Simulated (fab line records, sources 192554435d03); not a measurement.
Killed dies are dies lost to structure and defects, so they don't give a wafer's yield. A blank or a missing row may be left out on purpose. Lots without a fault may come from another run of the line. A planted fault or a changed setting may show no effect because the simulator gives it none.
Split-lot experiment | flow n5_finfet | 7 lots, 21 wafers read, on a route of 1938 steps

THE SPLIT
At N5_PMOS_HMC_CHANNEL_EPI_PEB_07 (peb time 60 s), the setting peb_temp_c was moved away from the recipe's 110 C on 4 of the 21 wafers read, by -3.3% to +1.2%. The other wafers ran this setting at the recipe's value.

FROM THE SPLIT TO THE READING: what the file shows between them, 1 step
- N5_PMOS_HMC_CHANNEL_EPI_DEVELOP_08: develop time 30 s (also split here: develop_time_s)

THE READING
cd_nm, in nm, at N5_PMOS_HMC_CHANNEL_EPI_CD_MEAS_09 (target cd 237.4 nm). Fault-free wafers of this fab line usually give 236.9 nm, standard deviation 1.1 nm.

wafer  | tool, chamber at the split | peb_temp_c as run, C | against the recipe | cd_nm, nm | against lot-mates on the recipe
L074.3 | litho_track-04, 0          | 110                  | recipe             | 235.2     | -
L074.4 | litho_track-04, 0          | 110                  | recipe             | 234.8     | -
L074.6 | litho_track-04, 0          | 110                  | recipe             | 234.2     | -
L077.2 | litho_track-05, 0          | 110                  | recipe             | 237.1     | -
L077.4 | litho_track-05, 0          | 110                  | recipe             | 236.2     | -
L077.6 | litho_track-05, 0          | 110                  | recipe             | 237.2     | -
L079.4 | litho_track-05, 0          | 110                  | recipe             | 235.0     | -
L079.5 | litho_track-05, 0          | 110                  | recipe             | 234.1     | -
L079.6 | litho_track-05, 0          | 111.3                | +1.2%              | 240.8     | +6.2
L082.1 | litho_track-01, 0          | 106.4                | -3.3%              | 224.4     | -11.7
L082.5 | litho_track-01, 0          | 110                  | recipe             | 235.9     | -
L082.6 | litho_track-01, 0          | 110                  | recipe             | 236.2     | -
L085.3 | litho_track-05, 0          | 110                  | recipe             | 236.7     | -
L085.4 | litho_track-05, 0          | 110                  | recipe             | 237.2     | -
L085.6 | litho_track-05, 0          | 110                  | recipe             | 238.0     | -
L087.4 | litho_track-01, 0          | 110                  | recipe             | 237.9     | -
L087.5 | litho_track-01, 0          | 106.8                | -2.9%              | 226.1     | -11.8
L087.6 | litho_track-01, 0          | 106.8                | -2.9%              | 226.1     | -11.8
L092.1 | litho_track-04, 0          | 110                  | recipe             | 236.8     | -
L092.4 | litho_track-04, 0          | 110                  | recipe             | 238.1     | -
L092.5 | litho_track-04, 0          | 110                  | recipe             | 236.1     | -

THE FIT
A straight line over all 21 wafers: cd_nm changes by +3.57 nm for each +1% of peb_temp_c; r = +0.96; the points scatter about the line by 1.2 nm.
The same after taking each lot's own level away (the mean of its wafers on the recipe; 21 wafers): +3.96 nm for each +1%; r = +0.99; scatter 0.67 nm.
On that fit, the largest move of peb_temp_c shifts the reading by 13 nm.
The lots' own levels span 234.55 to 237.90 nm, that is 3.0 times the standard deviation above.
So the lot-to-lot level changes the slope little: the two slopes agree.
Check: with one of the wafers moved furthest among these (-3.3%) left out of the fit, the line predicts -13.6 nm for it against its lot-mates. It came out at -11.7 nm against them.

OTHER SPLITS ON THESE WAFERS
These wafers also went through other splits before the reading. Each is held against what the fit with the lots' levels taken away leaves over:
other split on the same wafers                    | wafers away from the commonest value | r with cd_nm (lot level and that fit taken away)
N5_ZERO_LAYER_DEVELOP_10 develop_time_s           | 8                                    | -0.25
N5_WELL_APT_COAT_02 spin_rpm                      | 4                                    | -0.11
N5_PMOS_HMC_CHANNEL_EPI_DEVELOP_08 develop_time_s | 7                                    | +0.28

THE WHOLE CHAIN: every reading that the file lists as answering this split, in the file's order
step                               | what it does                                                           | reading                                                                     | change (the file's fit)              | r (the file's)
N5_PMOS_HMC_CHANNEL_EPI_CD_MEAS_09 | target cd 237.4 nm                                                     | cd_nm                                                                       | +3.88 nm for each +1% of the setting | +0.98
N5_PMOS_HMC_CHANNEL_EPI_DESCUM_14  | chemistry O2, time 7.9 s                                               | PMOS_HMC_CHANNEL_EPI.cd_nm (the simulator's own value, which no gauge read) | +3.89 nm for each +1% of the setting | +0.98
N5_PMOS_HMC_CHANNEL_EPI_ETCH_32    | etches BARC in N2/H2, stops on SiO2, target depth 85.8 nm, time 50.3 s | PMOS_HMC_CHANNEL_EPI.cd_nm (the simulator's own value, which no gauge read) | +4 nm for each +1% of the setting    | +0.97

THE FILE'S OWN FIT
cd_nm changes by +3.88 nm for each +1% of peb_temp_c, r = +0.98.
